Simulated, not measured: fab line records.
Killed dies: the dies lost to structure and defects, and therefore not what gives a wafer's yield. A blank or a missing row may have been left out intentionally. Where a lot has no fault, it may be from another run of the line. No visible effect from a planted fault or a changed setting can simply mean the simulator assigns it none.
Lot-split experiment / flow n5_finfet / 7 lots, 21 wafers read, on a route of 1938 steps

SPLIT DETAILS
At N5_BEOL_M5_DESCUM_16 (chemistry O2, time 7 s), the setting time_s was moved away from the recipe's 7 s on 7 of the 21 wafers read, by -17.3% to +20.5%. The other wafers ran this setting at the recipe's value.

The reading is taken at the split's own step.

THE READING
CAR-EUV_of_BEOL_M5_COAT_05.thk_nm (the simulator's own value, which no gauge read), in nm, at N5_BEOL_M5_DESCUM_16 (chemistry O2, time 7 s). No usual value for it is given in the file. Average 26.0 nm, standard deviation 0.14 nm, over the 14 wafers here run with the recipe.

wafer=L076.1; tool, chamber at the split=rie_diel-02, 3; time_s as run, s=6.322; against the recipe=-9.7%; CAR-EUV_of_BEOL_M5_COAT_05.thk_nm, nm=26.4; against lot-mates on the recipe=+0.3
wafer=L076.4; tool, chamber at the split=rie_diel-02, 0; time_s as run, s=7; against the recipe=recipe; CAR-EUV_of_BEOL_M5_COAT_05.thk_nm, nm=26; against lot-mates on the recipe=-
wafer=L076.5; tool, chamber at the split=rie_diel-02, 2; time_s as run, s=7; against the recipe=recipe; CAR-EUV_of_BEOL_M5_COAT_05.thk_nm, nm=26.2; against lot-mates on the recipe=-
wafer=L084.1; tool, chamber at the split=rie_diel-05, 1; time_s as run, s=7; against the recipe=recipe; CAR-EUV_of_BEOL_M5_COAT_05.thk_nm, nm=26.2; against lot-mates on the recipe=-
wafer=L084.4; tool, chamber at the split=rie_diel-05, 3; time_s as run, s=8.433; against the recipe=+20.5%; CAR-EUV_of_BEOL_M5_COAT_05.thk_nm, nm=25.4; against lot-mates on the recipe=-0.7
wafer=L084.5; tool, chamber at the split=rie_diel-05, 1; time_s as run, s=7; against the recipe=recipe; CAR-EUV_of_BEOL_M5_COAT_05.thk_nm, nm=26; against lot-mates on the recipe=-
wafer=L085.1; tool, chamber at the split=rie_diel-02, 0,1; time_s as run, s=7; against the recipe=recipe; CAR-EUV_of_BEOL_M5_COAT_05.thk_nm, nm=25.8; against lot-mates on the recipe=-
wafer=L085.3; tool, chamber at the split=rie_diel-02, 0,1; time_s as run, s=7; against the recipe=recipe; CAR-EUV_of_BEOL_M5_COAT_05.thk_nm, nm=25.8; against lot-mates on the recipe=-
wafer=L085.5; tool, chamber at the split=rie_diel-02, 0; time_s as run, s=7; against the recipe=recipe; CAR-EUV_of_BEOL_M5_COAT_05.thk_nm, nm=26; against lot-mates on the recipe=-
wafer=L086.2; tool, chamber at the split=rie_diel-02, 0; time_s as run, s=6.473; against the recipe=-7.5%; CAR-EUV_of_BEOL_M5_COAT_05.thk_nm, nm=26.4; against lot-mates on the recipe=no lot-mate on the recipe
wafer=L086.4; tool, chamber at the split=rie_diel-02, 1; time_s as run, s=6.473; against the recipe=-7.5%; CAR-EUV_of_BEOL_M5_COAT_05.thk_nm, nm=26.2; against lot-mates on the recipe=no lot-mate on the recipe
wafer=L086.5; tool, chamber at the split=rie_diel-02, 1; time_s as run, s=6.473; against the recipe=-7.5%; CAR-EUV_of_BEOL_M5_COAT_05.thk_nm, nm=26.2; against lot-mates on the recipe=no lot-mate on the recipe
wafer=L088.1; tool, chamber at the split=rie_diel-02, 0; time_s as run, s=5.789; against the recipe=-17.3%; CAR-EUV_of_BEOL_M5_COAT_05.thk_nm, nm=26.6; against lot-mates on the recipe=+0.6
wafer=L088.4; tool, chamber at the split=rie_diel-02, 3; time_s as run, s=5.789; against the recipe=-17.3%; CAR-EUV_of_BEOL_M5_COAT_05.thk_nm, nm=26.8; against lot-mates on the recipe=+0.8
wafer=L088.6; tool, chamber at the split=rie_diel-02, 3; time_s as run, s=7; against the recipe=recipe; CAR-EUV_of_BEOL_M5_COAT_05.thk_nm, nm=26; against lot-mates on the recipe=-
wafer=L089.2; tool, chamber at the split=rie_diel-06, 1; time_s as run, s=7; against the recipe=recipe; CAR-EUV_of_BEOL_M5_COAT_05.thk_nm, nm=26; against lot-mates on the recipe=-
wafer=L089.6; tool, chamber at the split=rie_diel-06, 1; time_s as run, s=7; against the recipe=recipe; CAR-EUV_of_BEOL_M5_COAT_05.thk_nm, nm=26; against lot-mates on the recipe=-
wafer=L089.3; tool, chamber at the split=rie_diel-06, 2; time_s as run, s=7; against the recipe=recipe; CAR-EUV_of_BEOL_M5_COAT_05.thk_nm, nm=25.8; against lot-mates on the recipe=-
wafer=L091.1; tool, chamber at the split=rie_diel-05, 1; time_s as run, s=7; against the recipe=recipe; CAR-EUV_of_BEOL_M5_COAT_05.thk_nm, nm=26; against lot-mates on the recipe=-
wafer=L091.4; tool, chamber at the split=rie_diel-05, 2,1; time_s as run, s=7; against the recipe=recipe; CAR-EUV_of_BEOL_M5_COAT_05.thk_nm, nm=26.2; against lot-mates on the recipe=-
wafer=L091.6; tool, chamber at the split=rie_diel-05, 2,1; time_s as run, s=7; against the recipe=recipe; CAR-EUV_of_BEOL_M5_COAT_05.thk_nm, nm=26.2; against lot-mates on the recipe=-
If several chambers appear in one row, that row covers several wafers at once and the file leaves open which wafer was in which chamber.

THE FIT
A straight line over all 21 wafers: CAR-EUV_of_BEOL_M5_COAT_05.thk_nm changes by -0.0352 nm for each +1% of time_s; r = -0.90; the points scatter about the line by 0.13 nm.
The same after taking each lot's own level away (the mean of its wafers on the recipe; 18 wafers): -0.0372 nm for each +1%; r = -0.95; scatter 0.098 nm.
Per that fit: largest time_s move, reading shift of 0.76 nm.
The span of the lots' own levels, 25.87 to 26.13 nm, comes to 1.9 times the standard deviation stated above.
Consequently the slope shifts little with the lot-to-lot level, the two slopes agreeing.
Check: -0.808 nm against its lot-mates is what the line predicts for one of the wafers moved furthest among these (+20.5%) when that wafer is left out of the fit. It came out at -0.7 nm against them.

OTHER SPLITS ON THESE WAFERS
Note: prior to the reading, these wafers also went through further splits. Each is held against what the fit with the lots' levels taken away leaves over:
other split on the same wafers=N5_BEOL_M0_SAQP_SPACER1_ALD_98 ald_cycles; wafers away from the commonest value=7; r with CAR-EUV_of_BEOL_M5_COAT_05.thk_nm (lot level and that fit taken away)=-0.09
other split on the same wafers=N5_BEOL_M0_CUTY_ETCH_63 time_s; wafers away from the commonest value=6; r with CAR-EUV_of_BEOL_M5_COAT_05.thk_nm (lot level and that fit taken away)=+0.19
other split on the same wafers=N5_BEOL_M0_ETCH_138 source_w; wafers away from the commonest value=7; r with CAR-EUV_of_BEOL_M5_COAT_05.thk_nm (lot level and that fit taken away)=-0.03
other split on the same wafers=N5_BEOL_M2_COAT_05 spin_rpm; wafers away from the commonest value=3; r with CAR-EUV_of_BEOL_M5_COAT_05.thk_nm (lot level and that fit taken away)=+0.26
other split on the same wafers=N5_BEOL_M2_ETCH_74 source_w; wafers away from the commonest value=8; r with CAR-EUV_of_BEOL_M5_COAT_05.thk_nm (lot level and that fit taken away)=+0.11
other split on the same wafers=N5_BEOL_M3_SPUTTER_81 time_s; wafers away from the commonest value=7; r with CAR-EUV_of_BEOL_M5_COAT_05.thk_nm (lot level and that fit taken away)=+0.01
other split on the same wafers=N5_BEOL_M4_TRENCH_ETCH_37 bias_w; wafers away from the commonest value=6; r with CAR-EUV_of_BEOL_M5_COAT_05.thk_nm (lot level and that fit taken away)=-0.12
other split on the same wafers=N5_BEOL_M5_COAT_71 spin_rpm; wafers away from the commonest value=3; r with CAR-EUV_of_BEOL_M5_COAT_05.thk_nm (lot level and that fit taken away)=+0.28

THE FILE'S OWN FIT
CAR-EUV_of_BEOL_M5_COAT_05.thk_nm changes by -0.0361 nm for each +1% of time_s, r = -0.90.
